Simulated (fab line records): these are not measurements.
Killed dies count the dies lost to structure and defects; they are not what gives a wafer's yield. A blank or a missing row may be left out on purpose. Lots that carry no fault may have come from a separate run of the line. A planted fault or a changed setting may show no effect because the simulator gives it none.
Matching of chambers :: flow nand harc :: 4 sister chambers for NHARC_A_WL_FILL_ALD_02 on ald metal-04
The step deposits TiN, target thk 2 nm, pulse time 3 s, ald cycles 100. 8 wafers are shown with their chamber, then 11 later ones without.

EACH WAFER AND ITS CHAMBER
wafer: L084.6
chamber: 1
heater power w (W): 1005
precursor pulse height rel: 0.986

wafer: L082.5
chamber: 1
heater power w (W): 1018
precursor pulse height rel: 1.027

wafer: L081.4
chamber: 2
heater power w (W): 999
precursor pulse height rel: 0.993

wafer: L081.6
chamber: 2
heater power w (W): 955
precursor pulse height rel: 0.980

wafer: L086.2
chamber: 3
heater power w (W): 1158
precursor pulse height rel: 0.983

wafer: L086.3
chamber: 0
heater power w (W): 930
precursor pulse height rel: 1.006

wafer: L086.5
chamber: 3
heater power w (W): 1138
precursor pulse height rel: 1.001

wafer: L088.2
chamber: 0
heater power w (W): 903
precursor pulse height rel: 0.989

WAFERS WITHOUT THEIR CHAMBER
wafer: L088.4
heater power w (W): 946
precursor pulse height rel: 0.994

wafer: L088.5
heater power w (W): 1044
precursor pulse height rel: 0.987

wafer: L091.4
heater power w (W): 1040
precursor pulse height rel: 1.012

wafer: L091.5
heater power w (W): 953
precursor pulse height rel: 1.007

wafer: L091.6
heater power w (W): 1199
precursor pulse height rel: 1.032

wafer: L092.3
heater power w (W): 1024
precursor pulse height rel: 0.977

wafer: L092.4
heater power w (W): 1166
precursor pulse height rel: 1.014

wafer: L092.6
heater power w (W): 1168
precursor pulse height rel: 0.984

wafer: L093.1
heater power w (W): 887
precursor pulse height rel: 0.989

wafer: L093.3
heater power w (W): 1196
precursor pulse height rel: 1.026

wafer: L093.4
heater power w (W): 986
precursor pulse height rel: 0.977

CHAMBER TAKEN BY EACH
wafer: L088.4
from the rows above: can't be placed: 0 or 2 or 1
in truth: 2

wafer: L088.5
from the rows above: can't be placed: 1 or 2
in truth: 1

wafer: L091.4
from the rows above: 1
in truth: 1

wafer: L091.5
from the rows above: can't be placed: 2 or 0 or 1
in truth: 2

wafer: L091.6
from the rows above: 3
in truth: 3

wafer: L092.3
from the rows above: can't be placed: 1 or 2
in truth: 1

wafer: L092.4
from the rows above: 3
in truth: 3

wafer: L092.6
from the rows above: 3
in truth: 3

wafer: L093.1
from the rows above: 0
in truth: 0

wafer: L093.3
from the rows above: 3
in truth: 3

wafer: L093.4
from the rows above: can't be placed: 2 or 1
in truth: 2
6 of 11 placed correctly. These rows do not allow placing 5 (true chamber among the candidates in 5). Wrongly placed: 0.
How it was worked out, from the rows above alone: a wafer's distance from a chamber is the root of the sum, over the readings, of the square of ((its reading less the chamber's mean) divided by the reading's scatter). The wafer belongs to the nearest chamber; if the next one is less than 2 further off, it can't be placed. For every chamber, the mean is computed from those of its wafers that are shown. The scatter: take each reading less its chamber's mean, square it, sum over the shown wafers, divide by the number of wafers less the number of chambers, and take the root.
